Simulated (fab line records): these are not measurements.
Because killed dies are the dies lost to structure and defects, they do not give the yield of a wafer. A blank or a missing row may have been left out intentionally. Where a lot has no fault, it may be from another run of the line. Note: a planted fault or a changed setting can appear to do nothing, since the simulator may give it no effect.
What tool caused it? -- flow nand-harc -- Sampling: 22 lots, 66 wafers, 6 of 1159 route steps

WHAT THE GAUGES SHOWED, per wafer
No reading from a measuring or inspecting step in the record can be judged against a usual standard deviation.

WHICH TOOL RAN EACH LOT (tool, then ch and the chambers of the sampled wafers, then the start)
lot,NHARC_A_CONTACT_DESCUM_47,NHARC_A_CONTACT_ETCH_118,NHARC_A_CONTACT_ETCH_102,NHARC_A_CONTACT_ETCH_124,NHARC_A_CONTACT_ETCH_30,NHARC_A_CONTACT_ETCH_31
L075,"rie-diel-12 ch 0,1,3, day 16 17:00","har-cap-etch-03 ch 0,1, day 16 19:01","rie-diel-10 ch 1,2, day 16 20:52","har-cap-etch-03 ch 0,1, day 17 03:13","rie-diel-13 ch 0,1, no start","rie-diel-13 ch 2,3, no start"
L078,"rie-diel-10 ch 1,2, day 16 19:16","har-cap-etch-01 ch 0,1, day 16 21:26","rie-diel-10 ch 0,2,3, day 16 23:13","har-cap-etch-02 ch 0,1, day 17 03:44","rie-diel-13 ch 1,2, no start","rie-diel-13 ch 0,3, no start"
L077,"rie-diel-13 ch 1,2, day 16 21:28","har-cap-etch-02 ch 0,1, day 16 23:43","rie-diel-13 ch 0,2, day 17 03:29","har-cap-etch-03 ch 0,1, day 17 08:15","rie-diel-12 ch 0,3, no start","rie-diel-12 ch 0,2,3, no start"
L076,"rie-diel-13 ch 0,1,3, day 16 22:06","har-cap-etch-01 ch 0,1, day 17 00:52","rie-diel-13 ch 0,2, day 17 04:04","har-cap-etch-02 ch 0,1, day 17 09:43","rie-diel-10 ch 1,2, no start","rie-diel-10 ch 0,2, no start"
L079,"rie-diel-12 ch 0,2,3, day 17 23:52","har-cap-etch-01 ch 0,1, day 18 01:52","rie-diel-13 ch 0,1,2, day 18 03:57","har-cap-etch-01 ch 0,1, day 18 09:32","rie-diel-10 ch 0,1,3, no start","rie-diel-10 ch 0,2,3, no start"
L080,"rie-diel-12 ch 0,2,3, day 18 02:09","har-cap-etch-02 ch 0,1, day 18 04:08","rie-diel-10 ch 1,2, day 18 07:06","har-cap-etch-02 ch 0,1, day 18 11:35","rie-diel-12 ch 1,2, no start","rie-diel-12 ch 0,1,2, no start"
L081,"rie-diel-12 ch 1,2,3, day 18 06:04","har-cap-etch-03 ch 0,1, day 18 08:05","rie-diel-10 ch 0,1,3, day 18 09:39","har-cap-etch-02 ch 0,1, day 18 16:44","rie-diel-10 ch 1,2,3, no start","rie-diel-10 ch 0,1,2, no start"
L083,"rie-diel-12 ch 0,2, day 18 12:34","har-cap-etch-03 ch 0,1, day 18 14:34","rie-diel-13 ch 1,2,3, day 18 16:08","har-cap-etch-03 ch 0,1, day 18 20:37","rie-diel-10 ch 0,1,3, no start","rie-diel-10 ch 0,1, no start"
L084,"rie-diel-12 ch 0,3, day 18 13:58","har-cap-etch-01 ch 1, day 18 16:02","rie-diel-10 ch 0,3, day 18 17:59","har-cap-etch-02 ch 0,1, day 19 00:05","rie-diel-13 ch 0,1,2, no start","rie-diel-13 ch 0,1,3, no start"
L082,"rie-diel-13 ch 0,3, day 18 17:53","har-cap-etch-02 ch 0,1, day 18 20:01","rie-diel-12 ch 0,1,2, day 18 21:35","har-cap-etch-03 ch 0,1, day 19 02:11","rie-diel-12 ch 0,2, no start","rie-diel-12 ch 1,2,3, no start"
L086,"rie-diel-10 ch 0,1,2, day 19 07:09","har-cap-etch-02 ch 0,1, day 19 09:32","rie-diel-10 ch 0,3, day 19 11:09","har-cap-etch-01 ch 0,1, day 19 15:28","rie-diel-12 ch 1,2, no start","rie-diel-12 ch 0,1,2, no start"
L087,"rie-diel-12 ch 1,2,3, day 19 10:10","har-cap-etch-03 ch 0,1, day 19 12:11","rie-diel-12 ch 0,3, day 19 13:43","har-cap-etch-03 ch 0,1, day 19 18:50","rie-diel-12 ch 0,1,3, no start","rie-diel-12 ch 0,3, no start"
L085,"rie-diel-13 ch 0,1, day 19 15:20","har-cap-etch-02 ch 0,1, day 19 18:48","rie-diel-12 ch 0,1,2, day 19 20:21","har-cap-etch-03 ch 0,1, day 20 01:13","rie-diel-13 ch 0,1,3, no start","rie-diel-13 ch 2,3, no start"
L089,"rie-diel-10 ch 1,3, day 19 21:23","har-cap-etch-02 ch 0,1, day 20 00:58","rie-diel-12 ch 1,2, day 20 02:35","har-cap-etch-01 ch 0,1, day 20 07:10","rie-diel-13 ch 1,2,3, no start","rie-diel-13 ch 0,2, no start"
L088,"rie-diel-10 ch 0,1,2, day 20 02:23","har-cap-etch-02 ch 0,1, day 20 04:48","rie-diel-13 ch 0,1,2, day 20 06:57","har-cap-etch-03 ch 0,1, day 20 11:32","rie-diel-12 ch 0,1,3, no start","rie-diel-12 ch 0,2,3, no start"
L090,"rie-diel-12 ch 1,2,3, day 20 05:58","har-cap-etch-03 ch 1, day 20 08:10","rie-diel-12 ch 0,1,3, day 20 09:48","har-cap-etch-02 ch 0,1, day 20 14:17","rie-diel-12 ch 0,3, no start","rie-diel-12 ch 1,2, no start"
L094,"rie-diel-13 ch 1,2,3, day 20 16:23","har-cap-etch-03 ch 0,1, day 20 18:28","rie-diel-13 ch 1,2,3, day 20 20:05","har-cap-etch-03 ch 0,1, day 21 03:58","rie-diel-12 ch 1,2,3, no start","rie-diel-12 ch 0,1,2, no start"
L092,"rie-diel-10 ch 0,1,2, day 20 19:43","har-cap-etch-01 ch 0,1, day 20 21:49","rie-diel-12 ch 1,2,3, day 20 23:22","har-cap-etch-01 ch 0,1, day 21 05:36","rie-diel-12 ch 1,2,3, no start","rie-diel-12 ch 0,1,3, no start"
L093,"rie-diel-13 ch 0,1,2, day 20 21:18","har-cap-etch-02 ch 0,1, day 20 23:18","rie-diel-12 ch 0,1,2, day 21 00:51","har-cap-etch-03 ch 0,1, day 21 10:20","rie-diel-13 ch 0,2,3, no start","rie-diel-13 ch 1,2,3, no start"
L091,"rie-diel-12 ch 0,3, day 21 08:46","har-cap-etch-02 ch 0,1, day 21 10:47","rie-diel-12 ch 0,1,3, day 21 12:28","har-cap-etch-03 ch 0,1, day 21 16:53","rie-diel-12 ch 0,1,3, no start","rie-diel-12 ch 0,3, no start"
L096,"rie-diel-10 ch 0,2,3, day 21 20:55","har-cap-etch-03 ch 0,1, day 21 23:09","rie-diel-10 ch 0,3, day 22 00:49","har-cap-etch-03 ch 0,1, day 22 08:38","rie-diel-13 ch 0,1,2, no start","rie-diel-13 ch 0,3, no start"
L097,"rie-diel-13 ch 2,3, day 22 10:04","har-cap-etch-01 ch 0,1, day 22 12:10","rie-diel-13 ch 0,1,2, day 22 13:46","har-cap-etch-01 ch 0,1, day 22 18:57","rie-diel-12 ch 2,3, no start","rie-diel-12 ch 0,1, no start"
- NHARC_A_CONTACT_DESCUM_47: chemistry O2, time 3 s.
- NHARC_A_CONTACT_ETCH_118: etches the open film in C4F8/O2/Ar, time 94 s, target depth 922 nm.
- NHARC_A_CONTACT_ETCH_102: etches the open film in CF4/O2, target depth 70 nm, overetch 7 nm, time 38.5 s.
- NHARC_A_CONTACT_ETCH_124: etches the open film in C4F8/O2/Ar, time 140 s, target depth 700 nm.
- NHARC_A_CONTACT_ETCH_30: etches the open film in CF4/CHF3, target depth 60.5 nm, time 30.2 s.
- NHARC_A_CONTACT_ETCH_31: etches the open film in O2/COS, target depth 2000 nm, time 520 s.

WHAT THE TOOLS THEMSELVES READ (means of the sampled wafers that have a number; where no wafer has one, the mark that the record gives instead)
NHARC_A_CONTACT_DESCUM_47. Usual: drypump-motor-current-A 5.9 A, standard deviation 0.5; oes-product-au 1.001 a.u., standard deviation 0.0084; rf-vpp-V 57.5 V, standard deviation 0.94; showerhead-plenum-p-Torr 1.88 Torr, standard deviation 0.079; throttle-valve-pct 11.310 %, standard deviation 0.0082.
lot,tool,drypump-motor-current-A (A),oes-product-au (a.u.),rf-vpp-V (V),showerhead-plenum-p-Torr (Torr),throttle-valve-pct (%),flag
L075,rie-diel-12,5.8,1.000,57.5,1.87,11.310,
L078,rie-diel-10,5.3,1.006,57.9,1.94,11.309,
L077,rie-diel-13,6.1,1.003,56.5,1.83,11.308,
L076,rie-diel-13,6.2,0.999,57.5,1.88,11.309,
L079,rie-diel-12,5.7,1.004,56.6,1.93,11.305,
L080,rie-diel-12,5.7,1.006,57.2,1.93,11.307,
L081,rie-diel-12,6.1,1.009,57.7,1.96,11.306,
L083,rie-diel-12,5.8,0.993,57.3,1.86,11.312,
L084,rie-diel-12,5.4,1.001,58.8,1.90,11.317,
L082,rie-diel-13,5.9,1.010,57.5,1.89,11.312,
L086,rie-diel-10,5.4,0.991,57.7,1.88,11.312,
L087,rie-diel-12,6.1,1.003,58.2,1.95,11.310,
L085,rie-diel-13,6.4,1.000,58.1,1.88,11.314,
L089,rie-diel-10,5.7,0.995,57.4,1.91,11.315,
L088,rie-diel-10,5.4,0.997,57.2,1.88,11.308,
L090,rie-diel-12,6.0,0.999,58.2,1.95,11.313,
L094,rie-diel-13,6.2,0.993,57.3,1.84,11.303,
L092,rie-diel-10,5.4,0.991,57.7,1.88,11.301,
L093,rie-diel-13,6.1,1.005,58.0,1.85,11.308,
L091,rie-diel-12,5.4,1.002,57.6,1.83,11.306,
L096,rie-diel-10,5.5,0.999,57.4,1.83,11.321,
L097,rie-diel-13,6.0,1.009,57.1,1.81,11.315,

NHARC_A_CONTACT_ETCH_102. Usual: bias-w 100.00 W, standard deviation 0.3; drypump-motor-current-A 5.8 A, standard deviation 0.5; oes-product-au 1.001 a.u., standard deviation 0.0092; rf-vpp-V 197.4 V, standard deviation 1.4; showerhead-plenum-p-Torr 1.31 Torr, standard deviation 0.053; throttle-valve-pct 13.397 %, standard deviation 0.0093.
lot,tool,bias-w (W),drypump-motor-current-A (A),oes-product-au (a.u.),rf-vpp-V (V),showerhead-plenum-p-Torr (Torr),throttle-valve-pct (%),flag
L075,rie-diel-10,100.08,5.1,0.990,198.0,1.32,13.405,
L078,rie-diel-10,99.78,5.5,0.990,196.8,1.29,13.400,
L077,rie-diel-13,99.65,5.8,1.000,197.3,1.31,13.394,
L076,rie-diel-13,100.05,5.8,0.997,196.8,1.31,13.396,
L079,rie-diel-13,100.38,6.1,1.005,196.5,1.30,13.402,
L080,rie-diel-10,99.77,5.2,0.996,198.0,1.32,13.385,
L081,rie-diel-10,99.86,5.6,1.002,198.1,1.32,13.395,
L083,rie-diel-13,99.93,6.2,0.995,196.8,1.29,13.405,
L084,rie-diel-10,100.26,5.7,1.001,196.9,1.28,13.393,
L082,rie-diel-12,100.27,6.1,0.998,197.5,1.32,13.393,
L086,rie-diel-10,100.06,5.7,1.000,197.1,1.28,13.401,
L087,rie-diel-12,100.06,5.3,1.012,197.3,1.32,13.400,
L085,rie-diel-12,100.10,6.1,1.002,197.3,1.32,13.398,
L089,rie-diel-12,99.90,6.4,0.994,198.9,1.38,13.399,
L088,rie-diel-13,100.14,6.1,0.993,197.6,1.29,13.404,
L090,rie-diel-12,99.91,5.8,1.004,196.7,1.30,13.396,
L094,rie-diel-13,99.88,6.2,1.009,196.3,1.29,13.396,
L092,rie-diel-12,100.00,6.1,1.004,198.5,1.36,13.406,
L093,rie-diel-12,100.09,6.1,1.011,198.2,1.32,13.393,
L091,rie-diel-12,99.94,5.8,1.007,196.7,1.30,13.395,
L096,rie-diel-10,99.97,5.7,0.997,196.6,1.28,13.396,
L097,rie-diel-13,99.90,6.0,0.997,196.7,1.29,13.395,

NHARC_A_CONTACT_ETCH_30. Usual: bias-w 200.0 W, standard deviation 0.61; drypump-motor-current-A 5.9 A, standard deviation 0.5; oes-product-au 0.938 a.u., standard deviation 0.02; rf-vpp-V 370.1 V, standard deviation 2.3; showerhead-plenum-p-Torr 1.55 Torr, standard deviation 0.065; throttle-valve-pct 16.802 %, standard deviation 0.009.
lot,tool,bias-w (W),drypump-motor-current-A (A),oes-product-au (a.u.),rf-vpp-V (V),showerhead-plenum-p-Torr (Torr),throttle-valve-pct (%),flag
L075,rie-diel-13,200.6,6.0,0.931,370.1,1.55,16.813,
L078,rie-diel-13,200.7,6.1,0.973,368.8,1.51,16.793,
L077,rie-diel-12,199.8,5.4,0.930,369.6,1.57,16.796,
L076,rie-diel-10,200.2,5.2,0.947,370.4,1.55,16.801,
L079,rie-diel-10,199.6,5.6,0.952,370.5,1.56,16.805,
L080,rie-diel-12,200.2,6.4,0.924,372.3,1.62,16.805,
L081,rie-diel-10,200.4,5.4,0.928,369.6,1.57,16.799,
L083,rie-diel-10,200.0,5.7,0.966,370.8,1.56,16.805,
L084,rie-diel-13,199.5,6.0,0.930,369.7,1.53,16.804,
L082,rie-diel-12,199.9,5.7,0.924,369.2,1.53,16.798,
L086,rie-diel-12,200.2,6.4,0.917,372.1,1.62,16.795,
L087,rie-diel-12,199.8,5.8,0.928,369.1,1.53,16.798,
L085,rie-diel-13,199.6,6.2,0.946,370.4,1.54,16.791,
L089,rie-diel-13,201.0,6.2,0.971,368.8,1.52,16.796,
L088,rie-diel-12,199.5,5.8,0.927,368.9,1.53,16.800,
L090,rie-diel-12,199.9,5.4,0.936,370.8,1.56,16.798,
L094,rie-diel-12,200.1,6.1,0.969,371.8,1.60,16.803,
L092,rie-diel-12,199.4,6.1,0.971,372.2,1.60,16.807,
L093,rie-diel-13,199.6,5.9,0.932,369.2,1.52,16.816,
L091,rie-diel-12,200.6,5.8,0.925,369.5,1.53,16.805,
L096,rie-diel-13,200.0,6.0,0.937,368.6,1.52,16.795,
L097,rie-diel-12,200.5,6.0,0.925,372.5,1.64,16.805,

NHARC_A_CONTACT_ETCH_31. Usual: bias-w 300.0 W, standard deviation 0.99; drypump-motor-current-A 5.9 A, standard deviation 0.48; oes-product-au 1.003 a.u., standard deviation 0.0087; rf-vpp-V 313.5 V, standard deviation 2; showerhead-plenum-p-Torr 3.07 Torr, standard deviation 0.13; throttle-valve-pct 28.331 %, standard deviation 0.0093.
lot,tool,bias-w (W),drypump-motor-current-A (A),oes-product-au (a.u.),rf-vpp-V (V),showerhead-plenum-p-Torr (Torr),throttle-valve-pct (%),flag
L075,rie-diel-13,299.4,6.0,1.013,311.8,2.98,28.332,
L078,rie-diel-13,299.4,6.0,1.005,312.9,3.07,28.331,
L077,rie-diel-12,299.6,5.7,1.016,315.0,3.14,28.335,
L076,rie-diel-10,299.4,5.5,0.983,312.6,2.99,28.330,
L079,rie-diel-10,300.7,5.5,0.994,312.1,3.01,28.328,
L080,rie-diel-12,299.5,6.2,0.999,313.0,3.08,28.329,
L081,rie-diel-10,300.1,5.4,0.994,313.5,3.07,28.327,
L083,rie-diel-10,299.8,5.6,1.003,312.2,3.07,28.333,
L084,rie-diel-13,299.6,6.2,1.010,312.5,3.06,28.334,
L082,rie-diel-12,299.1,6.1,0.999,315.7,3.19,28.326,
L086,rie-diel-12,299.1,6.1,1.000,314.3,3.08,28.335,
L087,rie-diel-12,300.0,5.5,0.999,312.5,2.99,28.336,
L085,rie-diel-13,299.6,6.1,1.002,313.1,3.01,28.329,
L089,rie-diel-13,299.4,5.8,1.002,312.3,2.99,28.326,
L088,rie-diel-12,299.8,5.7,1.018,314.6,3.13,28.339,
L090,rie-diel-12,300.0,6.4,0.999,315.4,3.21,28.317,
L094,rie-diel-12,299.5,6.1,1.008,313.3,3.07,28.328,
L092,rie-diel-12,300.3,5.8,1.001,312.8,3.04,28.335,
L093,rie-diel-13,300.8,6.2,1.007,313.2,3.00,28.338,
L091,rie-diel-12,299.7,5.4,1.007,314.7,3.10,28.335,
L096,rie-diel-13,300.8,6.0,1.004,312.3,3.05,28.325,
L097,rie-diel-12,300.2,5.8,1.006,312.3,2.93,28.330,

THE ANSWER, worked out from the rows above alone
Rule: a lot counts as off when the mean over its wafers that have a number is more than 3 standard deviations away from the usual mean. A lot without any number at a reading at which 4 lots or more have one is off too. Where the step has rows for the other lots, those lots are counted as sound. After the gauges, taken in route order, come the tools' own readings; for these a lot's mean is taken, as printed above. At the first step where some lot is off, the reading lying furthest off is the one used; lots without a number count as furthest.
Across all readings shown, no lot is off: no conclusion can be drawn from this.

WHAT HAD BEEN PUT IN BY THE SIMULATOR
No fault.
